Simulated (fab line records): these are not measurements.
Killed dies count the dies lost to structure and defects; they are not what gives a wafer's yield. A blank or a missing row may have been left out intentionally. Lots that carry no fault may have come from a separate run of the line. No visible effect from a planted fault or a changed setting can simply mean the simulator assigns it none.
fab line records | flow n5-finfet
record lots=10 | wafers=27 | last-day=18
route steps=1938 shown MOL_CONTACT_COAG@535 BEOL_M4@1111 PASSIVATION@1936
lots that met no fault: from a run of the same line without faults
start-h: hours from the record's first day to the start of the lot's first wafer shown | wait-h: time in hours since the lot's previous step | " as in the row above | L1.1+2: a single row standing in for several wafers | - no value present, or no start provided | * or withheld: withheld | < > ~ a bound
route shown NAME@n: NAME is a module with steps in the file, n the number in the route of the first one | usual: the fault-free wafers' mean and standard deviation | same: alike in all rows | chamber/n: place in a boat | sites: per-site readings | _std_site: standard deviation of those values | _edge_site: the outer-site mean with the inner-site mean subtracted | radius-mm: for every site, how far away it sits from the centre of the wafer | mask NAME#n: copy n | behind: the most recent tool/chamber to have shaped the wafer | hold: why the lot was held/for how many hours/how that ended | device: which transistor (n, p or np) failed to switch | end of line: tests run on the same wafers once the route is complete | for a step that has no rows: nothing shown but its recipe | killed: dies that structure and defects cost at the first sort, which is not the same as the wafer's yield | map: shows each die of a wafer: x if killed, . if not, _ if none is there
set.NAME: setting as actually run; set.NAME@STEP: the setting as run at that earlier step | model.NAME: the simulator's own value behind a step, which no gauge read
one table for each step of the route and one row for each wafer, over a sample of lots
services: when a tool's chamber went out of use (start-h, in hours from the record's first day, below 0 if earlier), for how many hours, and the reason
## steps
# step N5_MOL_CONTACT_COAG_CONTACT_ETCH_14
# recipe chemistry=C4F6/O2 | target=SiO2 | target-depth-a=275 | overetch-a=85 | mask-material=SOC | pressure-mtorr=30 | source-w=370 | bias-w=185 | Ar_flow_sccm=300 | C4F6_flow_sccm=16 | O2_flow_sccm=10 | time-s=20 | ion-energy-ev=259.6
# usual drypump-motor-current-A=5.6/0.43 | oes-product-au=0.67/0.075 | rf-vpp-V=693/3.2 | showerhead-plenum-p-Torr=2.90/0.089 | throttle-valve-pct=21.27/0.22
lot.wafer | tool        | chamber | start-h | wait-h | drypump-motor-current-A | oes-product-au | rf-hours-counter-h | rf-vpp-V | showerhead-plenum-p-Torr | throttle-valve-pct
L216.2    | rie-diel-04 | 1       | 85.56   | 0.0    | 5.7                     | 0.66           | 147                | 692      | 2.91                     | 21.50
L216.3    | "           | 3       | "       | "      | 6.0                     | 0.60           | 236                | 696      | 2.92                     | 21.40
L216.5    | "           | 1       | "       | "      | 5.6                     | 0.65           | -                  | 693      | 2.91                     | 21.48
L218.1    | rie-diel-04 | 3       | 110.12  | 0.0    | 6.0                     | 0.59           | 246                | 694      | 2.92                     | 21.41
L218.5    | "           | 3       | "       | "      | 6.0                     | 0.60           | -                  | 694      | 2.92                     | 21.40
L218.6    | "           | 2       | "       | "      | 6.2                     | 0.59           | -                  | 687      | 2.73                     | 21.41
L219.1    | rie-diel-02 | 2       | 115.66  | 0.0    | 5.2                     | 0.68           | 98                 | 697      | 3.00                     | 20.98
L219.5    | "           | 0       | "       | "      | 6.3                     | 0.72           | -                  | 696      | 2.92                     | 21.50
L220.3    | rie-diel-02 | 0       | 118.03  | 0.0    | 6.3                     | 0.72           | 56                 | 694      | 2.92                     | 21.49
L220.6    | "           | 3       | "       | "      | 5.7                     | 0.60           | -                  | 691      | 2.83                     | 21.24
L222.1    | rie-diel-02 | 2       | 126.36  | 0.0    | 5.2                     | 0.67           | 101                | 697      | 3.00                     | 20.96
L222.3    | "           | 3       | "       | "      | 5.7                     | 0.59           | 246                | 691      | 2.83                     | 21.27
L222.4    | "           | 0       | "       | "      | 6.3                     | 0.72           | 60                 | 695      | 2.92                     | 21.49
L223.1    | rie-diel-03 | 2       | 134.15  | 0.0    | 5.2                     | 0.61           | 165                | 689      | 2.76                     | 21.54
L223.2    | "           | 1       | "       | "      | 5.8                     | 0.61           | 204                | 693      | 2.85                     | 21.02
L223.4    | "           | 3       | "       | "      | 4.8                     | 0.59           | 250                | 686      | 2.73                     | 21.50
L225.1    | rie-diel-03 | 0       | 144.36  | 0.0    | 5.0                     | 0.74           | 29                 | 695      | 2.92                     | 21.14
L225.2    | "           | 2       | "       | "      | 5.2                     | 0.62           | 169                | 688      | 2.76                     | 21.53
L225.5    | "           | 2       | "       | "      | 5.2                     | 0.63           | -                  | 687      | 2.76                     | 21.53
L226.2    | rie-diel-03 | 0       | 150.22  | 0.0    | 5.0                     | 0.74           | 32                 | 695      | 2.92                     | 21.16
L226.6    | "           | 1       | "       | "      | 5.8                     | 0.60           | -                  | 691      | 2.84                     | 21.02
L232.1    | rie-diel-02 | 3       | 185.49  | 0.0    | 5.7                     | 0.79           | 7                  | 692      | 2.82                     | 20.95
L232.2    | "           | 0       | "       | "      | 6.3                     | 0.70           | 80                 | 694      | 2.91                     | 21.53
L232.4    | "           | 2       | "       | "      | 5.2                     | 0.65           | 122                | 697      | 2.99                     | 20.99
L235.1    | rie-diel-04 | 3       | 204.21  | 0.0    | 6.0                     | 0.77           | 27                 | 694      | 2.91                     | 21.12
L235.3    | "           | 0       | "       | "      | 5.8                     | 0.59           | 220                | 696      | 2.95                     | 21.13
L235.5    | "           | 2       | "       | "      | 6.2                     | 0.78           | -                  | 699      | 3.06                     | 21.13
# step N5_MOL_CONTACT_COAG_CO_FILL_22
# recipe material=Co | target-thk-a=200 | temp-c=200 | precursor=CCTBA/H2 | pressure-torr=30
# usual heater-power-outer-w=131/20 | heater-power-w=248/36
lot.wafer | tool      | chamber | start-h | wait-h | heater-power-outer-w | heater-power-w
L216.2    | cvd-co-02 | 1       | 88.69   | 0.1    | 163                  | 295
L216.3    | "         | 2       | "       | "      | 110                  | 212
L216.5    | "         | 1       | "       | "      | 167                  | 299
L218.1    | cvd-co-01 | 0       | 113.17  | 0.1    | 118                  | 213
L218.5    | "         | 0       | "       | "      | 117                  | 215
L218.6    | "         | 2       | "       | "      | 116                  | 219
L219.1    | cvd-co-02 | 2       | 120.14  | 0.1    | 110                  | 211
L219.5    | "         | 0       | "       | "      | 132                  | 266
L220.3    | cvd-co-02 | 0       | 122.05  | 0.4    | 139                  | 269
L220.6    | "         | 0       | "       | "      | 136                  | 263
L222.1    | cvd-co-02 | 0       | 132.46  | 0.1    | 134                  | 260
L222.3    | "         | 2       | "       | "      | 108                  | 212
L222.4    | "         | 0       | "       | "      | 134                  | 264
L223.1    | cvd-co-01 | 2       | 136.31  | 0.1    | 114                  | 215
L223.2    | "         | 1       | "       | "      | 166                  | 302
L223.4    | "         | 0       | "       | "      | 117                  | 219
L225.1    | cvd-co-02 | 1       | 146.59  | 0.1    | 156                  | 286
L225.2    | "         | 2       | "       | "      | 106                  | 214
L225.5    | "         | 0       | "       | "      | 138                  | 266
L226.2    | cvd-co-02 | 0       | 153.44  | 0.1    | 137                  | 265
L226.6    | "         | 2       | "       | "      | 112                  | 210
L232.1    | cvd-co-02 | 2       | 187.24  | 0.1    | 111                  | 212
L232.2    | "         | 0       | "       | "      | 137                  | 271
L232.4    | "         | 2       | "       | "      | 108                  | 208
L235.1    | cvd-co-01 | 1       | 209.76  | 0.1    | 164                  | 303
L235.3    | "         | 0       | "       | "      | 120                  | 218
L235.5    | "         | 2       | "       | "      | 114                  | 213
# step N5_MOL_CONTACT_COAG_ANNEAL_113
# recipe temp-c=400 | time-s=300 | ambient=H2/N2
# usual lamp-power-pct=2.9/0.32 | wafer_temp_C_max=402.3/0.46
lot.wafer | tool          | chamber | start-h | wait-h | lamp-power-pct | wafer_temp_C_max
L216.2    | rtp-anneal-01 | 0       | 89.56   | 0.6    | 2.6            | 401.9
L216.3    | "             | 0       | "       | "      | 2.6            | 402.4
L216.5    | "             | 0       | "       | "      | 2.6            | 402.2
L218.1    | rtp-anneal-01 | 0       | 113.79  | 0.3    | 2.6            | 402.8
L218.5    | "             | 0       | "       | "      | 2.6            | 402.4
L218.6    | "             | 0       | "       | "      | 2.6            | 401.9
L219.1    | rtp-anneal-01 | 0       | 121.04  | 0.6    | 2.6            | 402.3
L219.5    | "             | 0       | "       | "      | 2.6            | 401.8
L220.3    | rtp-anneal-01 | 0       | 123.17  | 0.8    | 2.6            | 402.6
L220.6    | "             | 0       | "       | "      | 2.6            | 402.1
L222.1    | rtp-anneal-01 | 0       | 133.40  | 0.6    | 2.6            | 401.8
L222.3    | "             | 0       | "       | "      | 2.6            | 401.9
L222.4    | "             | 0       | "       | "      | 2.6            | 402.1
L223.1    | rtp-anneal-02 | 0       | 137.01  | 0.4    | 3.2            | 402.5
L223.2    | "             | 0       | "       | "      | 3.2            | 402.4
L223.4    | "             | 0       | "       | "      | 3.2            | 402.7
L225.1    | rtp-anneal-02 | 0       | 147.21  | 0.3    | 3.2            | 402.3
L225.2    | "             | 0       | "       | "      | 3.2            | 402.2
L225.5    | "             | 0       | "       | "      | 3.2            | 402.7
L226.2    | rtp-anneal-01 | 0       | 154.21  | 0.5    | 2.6            | 401.3
L226.6    | "             | 0       | "       | "      | 2.6            | 402.5
L232.1    | rtp-anneal-01 | 0       | 187.86  | 0.3    | 2.6            | 402.0
L232.2    | "             | 0       | "       | "      | 2.6            | 402.9
L232.4    | "             | 0       | "       | "      | 2.6            | 402.3
L235.1    | rtp-anneal-01 | 0       | 210.37  | 0.3    | 2.6            | 402.2
L235.3    | "             | 0       | "       | "      | 2.6            | 401.9
L235.5    | "             | 0       | "       | "      | 2.6            | 401.8
# step N5_MOL_CONTACT_COAG_EXPOSE_81
# recipe mask-id=VG | na=0.33 | source-shape=annular | sigma-inner=0.3 | sigma-outer=0.7 | polarization=unpolarized | defocus-nm=0 | dose-mj=59.5
# usual exposure-dose-mJ-cm2=59.39/0.091
# same na=0.33 | sigma-outer=0.7
lot.wafer | tool           | chamber | start-h | wait-h | mask | exposure-dose-mJ-cm2
L216.2    | euv-scanner-02 | 0       | 99.15   | -      | VG#0 | 59.48
L216.3    | "              | 0       | "       | "      | VG#0 | 59.50
L216.5    | "              | 0       | "       | "      | VG#0 | 59.53
L218.1    | euv-scanner-02 | 0       | 119.48  | -      | VG#0 | 59.40
L218.5    | "              | 0       | "       | "      | VG#0 | 59.49
L218.6    | "              | 0       | "       | "      | VG#0 | 59.38
L219.1    | euv-scanner-01 | 0       | 126.07  | -      | VG#0 | 59.26
L219.5    | "              | 0       | "       | "      | VG#0 | 59.33
L220.3    | euv-scanner-02 | 0       | 129.41  | -      | VG#0 | 59.45
L220.6    | "              | 0       | "       | "      | VG#0 | 59.50
L222.1    | euv-scanner-01 | 0       | 139.98  | -      | VG#0 | 59.26
L222.3    | "              | 0       | "       | "      | VG#0 | 59.27
L222.4    | "              | 0       | "       | "      | VG#0 | 59.31
L223.1    | euv-scanner-01 | 0       | 142.55  | -      | VG#0 | 59.30
L223.2    | "              | 0       | "       | "      | VG#0 | 59.26
L223.4    | "              | 0       | "       | "      | VG#0 | 59.33
L225.1    | euv-scanner-01 | 0       | 152.94  | -      | VG#0 | 59.37
L225.2    | "              | 0       | "       | "      | VG#0 | 59.36
L225.5    | "              | 0       | "       | "      | VG#0 | 59.25
L226.2    | euv-scanner-01 | 0       | 160.11  | -      | VG#0 | 59.34
L226.6    | "              | 0       | "       | "      | VG#0 | 59.29
L232.1    | euv-scanner-02 | 0       | 193.64  | -      | VG#0 | 51.73
L232.2    | "              | 0       | "       | "      | VG#0 | 51.67
L232.4    | "              | 0       | "       | "      | VG#0 | 51.68
L235.1    | euv-scanner-02 | 0       | 217.30  | -      | VG#0 | 53.12
L235.3    | "              | 0       | "       | "      | VG#0 | 53.21
L235.5    | "              | 0       | "       | "      | VG#0 | 53.23
# step N5_MOL_CONTACT_COAG_CD_MEAS_84
# recipe target-cd-nm=25.1 | landing-energy-ev=500 | detector=se-inlens | polarity=opening
# usual cd-nm=25.12/0.3
# same landing-energy-ev=500
lot.wafer | tool      | chamber | start-h | wait-h | cd-nm
L216.2    | cd-sem-02 | 0       | 99.28   | -      | 24.82
L216.3    | "         | 0       | "       | "      | 25.18
L216.5    | "         | 0       | "       | "      | 25.46
L218.1    | cd-sem-01 | 0       | 119.62  | -      | 24.77
L218.5    | "         | 0       | "       | "      | 24.80
L218.6    | "         | 0       | "       | "      | 25.31
L219.1    | cd-sem-03 | 0       | 126.21  | -      | 24.73
L219.5    | "         | 0       | "       | "      | 24.84
L220.3    | cd-sem-02 | 0       | 129.53  | -      | 24.95
L220.6    | "         | 0       | "       | "      | 24.96
L222.1    | cd-sem-03 | 0       | 140.12  | -      | 25.20
L222.3    | "         | 0       | "       | "      | 24.92
L222.4    | "         | 0       | "       | "      | 24.97
L223.1    | cd-sem-01 | 0       | 142.70  | -      | 25.18
L223.2    | "         | 0       | "       | "      | 25.54
L223.4    | "         | 0       | "       | "      | 25.55
L225.1    | cd-sem-02 | 0       | 153.09  | -      | 25.50
L225.2    | "         | 0       | "       | "      | 24.80
L225.5    | "         | 0       | "       | "      | 25.64
L226.2    | cd-sem-03 | 0       | 160.25  | -      | 25.52
L226.6    | "         | 0       | "       | "      | 25.36
L232.1    | cd-sem-02 | 0       | 193.78  | -      | 22.17
L232.2    | "         | 0       | "       | "      | 21.86
L232.4    | "         | 0       | "       | "      | 22.19
L235.1    | cd-sem-01 | 0       | 217.44  | -      | 22.09
L235.3    | "         | 0       | "       | "      | 23.13
L235.5    | "         | 0       | "       | "      | 23.04
# step N5_MOL_CONTACT_COAG_CD_MEAS_137
# recipe target-cd-nm=16
# usual cd-nm=15.9/0.43
lot.wafer | tool      | chamber | start-h | wait-h | cd-nm
L216.2    | cd-sem-01 | -       | 100.39  | 0.0    | 16.1
L216.3    | "         | -       | "       | "      | 15.6
L216.5    | "         | -       | "       | "      | 16.3
L218.1    | cd-sem-01 | -       | 121.05  | 0.0    | 15.5
L218.5    | "         | -       | "       | "      | 15.9
L218.6    | "         | -       | "       | "      | 15.7
L219.1    | cd-sem-02 | -       | 127.31  | 0.0    | 15.7
L219.5    | "         | -       | "       | "      | 15.9
L220.3    | cd-sem-03 | -       | 130.46  | 0.0    | 15.7
L220.6    | "         | -       | "       | "      | 16.3
L222.1    | cd-sem-03 | -       | 141.05  | 0.0    | 16.2
L222.3    | "         | -       | "       | "      | 15.6
L222.4    | "         | -       | "       | "      | 16.3
L223.1    | cd-sem-03 | -       | 143.65  | 0.0    | 15.8
L223.2    | "         | -       | "       | "      | 16.0
L223.4    | "         | -       | "       | "      | 15.6
L225.1    | cd-sem-01 | -       | 154.51  | 0.0    | 16.2
L225.2    | "         | -       | "       | "      | 16.8
L225.5    | "         | -       | "       | "      | 15.8
L226.2    | cd-sem-02 | -       | 162.02  | 0.0    | 15.5
L226.6    | "         | -       | "       | "      | 15.9
L232.1    | cd-sem-01 | -       | 194.71  | 0.0    | 12.9
L232.2    | "         | -       | "       | "      | 12.5
L232.4    | "         | -       | "       | "      | 12.9
L235.1    | cd-sem-01 | -       | 218.67  | 0.0    | 13.6
L235.3    | "         | -       | "       | "      | 13.7
L235.5    | "         | -       | "       | "      | 14.3
# step N5_BEOL_M4_RC_MEAS_101
# usual DIBL_N=36.4/2.2 | DIBL_P=36.3/2.5 | IOFF_N=0.17/0.052 | IOFF_P=0.23/0.049 | ION_N=674/17 | ION_P=464/11 | SS_N=71.7/0.98 | SS_P=73.3/0.84 | VT_N=250/4 | VT_P=-249/3.8
lot.wafer | tool      | chamber | start-h | wait-h | DIBL_N[mV/V] | DIBL_P[mV/V] | IOFF_N[nA/um] | IOFF_P[nA/um] | ION_N[uA/um] | ION_P[uA/um] | SS_N[mV/dec] | SS_P[mV/dec] | VT_N[mV] | VT_P[mV]
L216.2    | prober-02 | 0       | 175.89  | 0.2    | 36.9         | 38.2         | 0.18          | 0.25          | 708          | 483          | 71.2         | 73.4         | 246      | -246
L216.3    | "         | 0       | "       | "      | 40.0         | 41.8         | 0.23          | 0.32          | 704          | 487          | 72.4         | 75.1         | 245      | -243
L216.5    | "         | 0       | "       | "      | 38.3         | 40.1         | 0.19          | 0.30          | 682          | 472          | 72.0         | 75.2         | 246      | -245
L219.1    | prober-02 | 0       | 228.12  | 0.0    | 37.2         | 36.4         | 0.19          | 0.25          | 657          | 448          | 73.0         | 74.4         | 248      | -247
L219.5    | "         | 0       | "       | "      | 38.7         | 39.8         | 0.22          | 0.33          | 654          | 455          | 72.3         | 75.3         | 247      | -245
L220.3    | prober-01 | 0       | 233.47  | 0.3    | 35.7         | 36.6         | 0.16          | 0.28          | 683          | 483          | 71.7         | 73.1         | 250      | -239
L220.6    | "         | 0       | "       | "      | 39.7         | 41.8         | 0.26          | 0.42          | 714          | 495          | 71.7         | 74.6         | 241      | -238
L218.1    | prober-02 | 0       | 239.10  | 0.0    | 37.6         | 38.8         | 0.21          | 0.33          | 691          | 477          | 71.3         | 73.8         | 246      | -242
L218.5    | "         | 0       | "       | "      | 36.1         | 35.6         | 0.16          | 0.25          | 686          | 481          | 71.6         | 73.1         | 251      | -244
L218.6    | "         | 0       | "       | "      | 33.2         | 33.2         | 0.12          | 0.21          | 656          | 464          | 70.8         | 72.4         | 256      | -247
L225.1    | prober-01 | 0       | 242.72  | 0.0    | 41.1         | 40.1         | 0.28          | 0.34          | 689          | 468          | 73.3         | 74.4         | 242      | -240
L225.2    | "         | 0       | "       | "      | 36.0         | 35.0         | 0.16          | 0.24          | 667          | 465          | 70.9         | 72.9         | 248      | -247
L225.5    | "         | 0       | "       | "      | 35.1         | 33.7         | 0.13          | 0.20          | 650          | 453          | 71.6         | 72.8         | 251      | -249
L223.1    | prober-02 | 0       | 247.49  | 0.0    | 35.6         | 35.1         | 0.13          | 0.18          | 666          | 454          | 71.5         | 73.4         | 254      | -254
L223.2    | "         | 0       | "       | "      | 37.0         | 36.9         | 0.18          | 0.21          | 692          | 466          | 71.9         | 73.4         | 247      | -249
L223.4    | "         | 0       | "       | "      | 36.9         | 38.0         | 0.17          | 0.23          | 677          | 465          | 70.9         | 74.2         | 249      | -249
L222.1    | prober-02 | 0       | 248.98  | 0.0    | 38.3         | 38.9         | 0.21          | 0.25          | 697          | 472          | 72.0         | 73.7         | 247      | -249
L222.3    | "         | 0       | "       | "      | 39.6         | 38.2         | 0.22          | 0.24          | 675          | 456          | 72.2         | 74.4         | 248      | -250
L222.4    | "         | 0       | "       | "      | 35.8         | 33.9         | 0.17          | 0.17          | 673          | 454          | 72.2         | 72.9         | 248      | -252
L226.2    | prober-02 | 0       | 272.13  | 0.2    | 33.8         | 34.2         | 0.12          | 0.18          | 657          | 453          | 70.8         | 72.6         | 255      | -254
L226.6    | "         | 0       | "       | "      | 39.7         | 41.5         | 0.21          | 0.29          | 683          | 467          | 72.6         | 74.8         | 245      | -247
# step N5_PASSIVATION_PROBE_49
# usual defect-limited-yield=91.2/1.4 | killed_at_M0_to_M3=34/9.3 | killed_at_M4_up=14/5.9 | killed-at-contacts=14/5.7 | killed-at-front-end=38/10 | killed-at-other=4/3.2 | killed-dies=104/17 | killed-on-rim=14/4 | killed-open=67/13 | killed-short=33/6.9 | sort_bin_5_function=5.2/1 | sort_bin_6_memory=3.3/0.61 | sort_bin_8_speed=0.3/1.8 | sort-n-pass=1069/52
# same gross-dies=1180 | killed-at-back-side=0 | sort_bin_4_leakage[%]=0
lot.wafer | tool      | chamber | start-h | wait-h | defect-limited-yield[%] | killed_at_M0_to_M3 | killed_at_M4_up | killed-at-contacts | killed-at-front-end | killed-at-other | killed-dies | killed-on-rim | killed-open | killed-short | sort_bin_5_function[%] | sort_bin_6_memory[%] | sort_bin_8_speed[%] | sort-n-pass
L226.2    | prober-01 | -       | 376.28  | 0.1    | 90.7                    | 28                 | 21              | 20                 | 40                  | 1               | 110         | 16            | 73          | 27           | 5.9                    | 3.1                  | 0                   | 1070
L226.6    | prober-01 | -       | 376.48  | 0.3    | 90.5                    | 43                 | 16              | 16                 | 34                  | 3               | 112         | 16            | 75          | 34           | 5.4                    | 3.7                  | 0                   | 1068
L235.1    | prober-02 | -       | 417.78  | 0.0    | 26.8                    | 38                 | 7               | 774                | 43                  | 2               | 864         | 97            | 67          | 38           | 50.3                   | 16.9                 | 0                   | 316
L235.3    | prober-02 | -       | 417.88  | 0.1    | 26.4                    | 29                 | 15              | 775                | 48                  | 2               | 869         | 116           | 63          | 38           | 48.1                   | 20.9                 | 0                   | 311
L235.5    | prober-02 | -       | 417.98  | 0.2    | 25.1                    | 32                 | 14              | 766                | 57                  | 15              | 884         | 116           | 89          | 44           | 49.8                   | 20.1                 | 0                   | 296
L232.1    | prober-02 | -       | 428.36  | 0.0    | 0.2                     | 25                 | 15              | 1074               | 58                  | 6               | 1178        | 152           | 74          | 43           | 70.8                   | 7.5                  | 0                   | 2
L232.2    | prober-02 | -       | 428.41  | 0.1    | 0.6                     | 30                 | 13              | 1052               | 77                  | 1               | 1173        | 152           | 96          | 34           | 72.4                   | 7.5                  | 0                   | 7
L232.4    | prober-02 | -       | 428.51  | 0.2    | 0.4                     | 32                 | 9               | 1082               | 51                  | 1               | 1175        | 152           | 63          | 32           | 74.3                   | 5.3                  | 0                   | 5
# killed by level:class
L226.2 MOL_CONTACT_COAG:geometric-particle:open=17 BEOL_M2:geometric-particle:open=9 BEOL_M4:geometric-particle:open=8 SD_EPI_N:area-etch=7 STI_FIN_REVEAL:geometric-particle:open=6 BEOL_M3:geometric-particle:open=6 FIN_SAQP:geometric-particle:short=5 BEOL_M8:geometric-particle:open=5
L226.6 BEOL_M2:geometric-particle:open=13 MOL_CONTACT_COAG:geometric-particle:open=12 FIN_SAQP:geometric-particle:open=8 BEOL_M0_SAQP:geometric-particle:open=8 BEOL_M3:geometric-particle:open=8 BEOL_M4:geometric-particle:open=7 ILD0:geometric-particle:short=7 BEOL_M0_SAQP:geometric-particle:short=7
L235.1 MOL_CONTACT_COAG:area-expose=758 DUMMY_GATE:geometric-particle:open=12 MOL_CONTACT_COAG:geometric-particle:open=12 BEOL_M0_SAQP:geometric-particle:short=9 BEOL_M1:geometric-particle:open=8 FIN_SAQP:geometric-particle:open=7 BEOL_M0_SAQP:geometric-particle:open=5 GATE_CUT:geometric-particle:short=5
L235.3 MOL_CONTACT_COAG:area-expose=765 FIN_SAQP:geometric-particle:open=15 FIN_SAQP:geometric-particle:short=11 BEOL_M0_SAQP:geometric-particle:open=10 MOL_CONTACT_COAG:geometric-particle:open=8 BEOL_M2:geometric-particle:open=7 GATE_CUT:geometric-particle:short=6 BEOL_M0_SAQP:geometric-particle:short=6
L235.5 MOL_CONTACT_COAG:area-expose=735 MOL_CONTACT_COAG:geometric-particle:open=25 FIN_SAQP:geometric-particle:open=20 FIN_SAQP:geometric-particle:short=13 BEOL_M0_SAQP:geometric-particle:short=11 PASSIVATION:area-etch=11 ILD0:geometric-particle:open=7 BEOL_M0_SAQP:geometric-particle:open=7
L232.1 MOL_CONTACT_COAG:area-expose=1061 STI_FIN_REVEAL:geometric-particle:open=20 MOL_CONTACT_COAG:geometric-particle:open=10 FIN_SAQP:geometric-particle:short=9 BEOL_M2:geometric-particle:open=7 BEOL_M4:geometric-particle:open=7 FIN_SAQP:geometric-particle:open=6 BEOL_M2:geometric-particle:short=6
L232.2 MOL_CONTACT_COAG:area-expose=1043 STI_FIN_REVEAL:geometric-particle:open=49 STI_FIN_REVEAL:geometric-particle:short=11 MOL_CONTACT_COAG:geometric-particle:open=7 BEOL_M0_SAQP:geometric-particle:open=7 BEOL_M5:geometric-particle:open=7 BEOL_M2:geometric-particle:open=6 BEOL_M0_SAQP:geometric-particle:short=5
L232.4 MOL_CONTACT_COAG:area-expose=1077 STI_FIN_REVEAL:geometric-particle:open=16 FIN_SAQP:geometric-particle:open=8 BEOL_M0_SAQP:geometric-particle:short=7 BEOL_M0_SAQP:geometric-particle:open=7 STI_FIN_REVEAL:geometric-particle:short=5 GATE_CUT:geometric-particle:short=5 BEOL_M1:geometric-particle:open=4
## services
tool           | chamber | start-h | hours | kind
euv-scanner-02 | -       | 68.00   | 0.7   | repair
rie-diel-02    | 0       | 73.23   | 5.6   | repair
euv-scanner-01 | -       | 76.02   | 1.0   | pm
rie-diel-02    | 0       | 82.78   | 5.5   | repair
euv-scanner-02 | -       | 91.98   | 4.6   | pm
euv-scanner-02 | -       | 98.13   | 1.0   | pm
rie-diel-04    | 0       | 98.94   | 4.2   | repair
cvd-co-02      | -       | 100.08  | 1.9   | repair
euv-scanner-01 | 0       | 100.43  | -     | calibration
cvd-co-02      | 1       | 114.75  | -     | clean
cvd-co-02      | 1       | 114.75  | 22.0  | scheduled-down
cvd-co-02      | 1       | 114.75  | 22.0  | vent-cycle
rtp-anneal-02  | -       | 120.30  | 3.9   | pm
euv-scanner-01 | -       | 132.17  | 1.0   | pm
rie-diel-02    | 3       | 140.88  | -     | clean
rie-diel-04    | 0       | 148.13  | 4.3   | repair
euv-scanner-02 | 0       | 149.18  | -     | calibration
euv-scanner-02 | -       | 154.28  | 1.0   | pm
euv-scanner-02 | -       | 160.10  | 0.6   | repair
euv-scanner-01 | -       | 185.95  | 4.6   | pm
cvd-co-02      | -       | 193.08  | 4.3   | pm
rie-diel-03    | 0       | 201.11  | 2.7   | repair
euv-scanner-02 | -       | 210.43  | 1.0   | pm
euv-scanner-01 | -       | 215.95  | 1.4   | repair
## key
first-sign step=N5_MOL_CONTACT_COAG_EXPOSE_81 | reading=exposure-dose-mJ-cm2 | direction=down | sigmas=77 | usual=59.39 | struck=52.44
effect step=N5_MOL_CONTACT_COAG_CD_MEAS_84 | reading=cd-nm | direction=down | sigmas=9.1 | usual=25.12 | struck=22.41 | through=control-loop
effect step=N5_MOL_CONTACT_COAG_CD_MEAS_137 | reading=cd-nm | direction=down | sigmas=6.1 | usual=15.9 | struck=13.3 | through=control-loop
effect step=N5_PASSIVATION_PROBE_49 | reading=killed-at-contacts | direction=up | sigmas=99+ | usual=14 | struck=920
more-kills-born-at N5_MOL_CONTACT_COAG_EXPOSE_81@euv-scanner-02=5439
met-at N5_MOL_CONTACT_COAG_EXPOSE_81
struck-lots L232,L235
later-rows-left-out L232.1,L232.2,L232.4,L235.1,L235.3,L235.5
loop-trim step=N5_MOL_CONTACT_COAG_EXPOSE_81 | setting=dose | lots=L235
baseline-loss step=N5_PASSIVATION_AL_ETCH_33 | wafers=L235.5
not-acting-at N5_MOL_CONTACT_COAG_CONTACT_ETCH_14,N5_MOL_CONTACT_COAG_CO_FILL_22,N5_MOL_CONTACT_COAG_ANNEAL_113
onset-between 129.41 193.64
fault kind=process-parameter-drift | tool=euv-scanner-02 | chamber=- | onset-h=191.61 | steps=N5_MOL_CONTACT_COAG_EXPOSE_81 | channel=dose-mj | offset=-7.8592 | shape=step | acts-in=these-recipes-only | stated=59.5
# later-rows-left-out: the simulator's readings of these wafers behind a module that went badly wrong aren't trusted and aren't shown, but for the sort
# loop-trim: a control loop set the setting to another value than it would have without faults
# baseline-loss: these wafers lose ten dies or more at that step, a loss of the line's own and not of a fault; the sort's usual values leave them out
